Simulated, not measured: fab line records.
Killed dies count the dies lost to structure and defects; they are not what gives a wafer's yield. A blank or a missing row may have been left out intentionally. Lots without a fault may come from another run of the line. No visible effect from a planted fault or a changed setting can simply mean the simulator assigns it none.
Matching of chambers | flow nandHarc | NHARC_A_CONTACT_ALD_18 on aldMetal-02 has 4 sister chambers
The step deposits TiN, target thk 3 nm, pulse time 1 s, ald cycles 150. 8 wafers are shown with their chamber, then 10 later ones without.

## WAFERS WITH THEIR CHAMBER
wafer  | chamber | heaterPowerW (W) | precursorPulseHeightRel
L076.4 | 3       | 991              | 0.986
L084.3 | 0       | 1139             | 1.011
L084.4 | 2       | 1154             | 1.017
L086.3 | 2       | 1135             | 1.008
L086.4 | 3       | 1025             | 0.978
L086.6 | 1       | 1241             | 0.988
L089.3 | 1       | 1230             | 1.007
L089.5 | 0       | 1150             | 1.029

## WAFERS MISSING THEIR CHAMBER
wafer  | heaterPowerW (W) | precursorPulseHeightRel
L089.6 | 1017             | 1.018
L091.2 | 987              | 0.971
L091.3 | 1131             | 1.020
L091.4 | 1153             | 1.031
L090.2 | 1176             | 0.975
L090.5 | 1266             | 0.972
L090.6 | 1187             | 1.028
L094.2 | 1156             | 1.023
L094.3 | 1152             | 0.964
L094.5 | 1172             | 0.997

## EACH ONE'S CHAMBER
wafer  | from the rows above          | in truth
L089.6 | 3                            | 3
L091.2 | 3                            | 3
L091.3 | can't be placed: 0 or 2      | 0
L091.4 | can't be placed: 0 or 2      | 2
L090.2 | can't be placed: 2 or 1 or 0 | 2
L090.5 | 1                            | 1
L090.6 | can't be placed: 0 or 2 or 1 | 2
L094.2 | can't be placed: 0 or 2      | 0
L094.3 | can't be placed: 2 or 0 or 1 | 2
L094.5 | can't be placed: 2 or 0 or 1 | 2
3 of 10 placed correctly. Can't be placed from these rows: 7 (the true chamber is among the candidates in 7). Number placed wrongly: 0.
How it was worked out, from the rows above alone: a wafer's distance from a chamber is the root of the sum, over the readings, of the square of ((its reading less the chamber's mean) divided by the reading's scatter). If the next closest chamber is less than 2 further off than the closest, the wafer can't be placed; otherwise it belongs to the closest. A chamber's mean is the mean of its shown wafers. How the scatter is found: for the shown wafers, subtract from each reading the mean of its chamber, square and add these, divide the total by (wafers less chambers), then take the root.
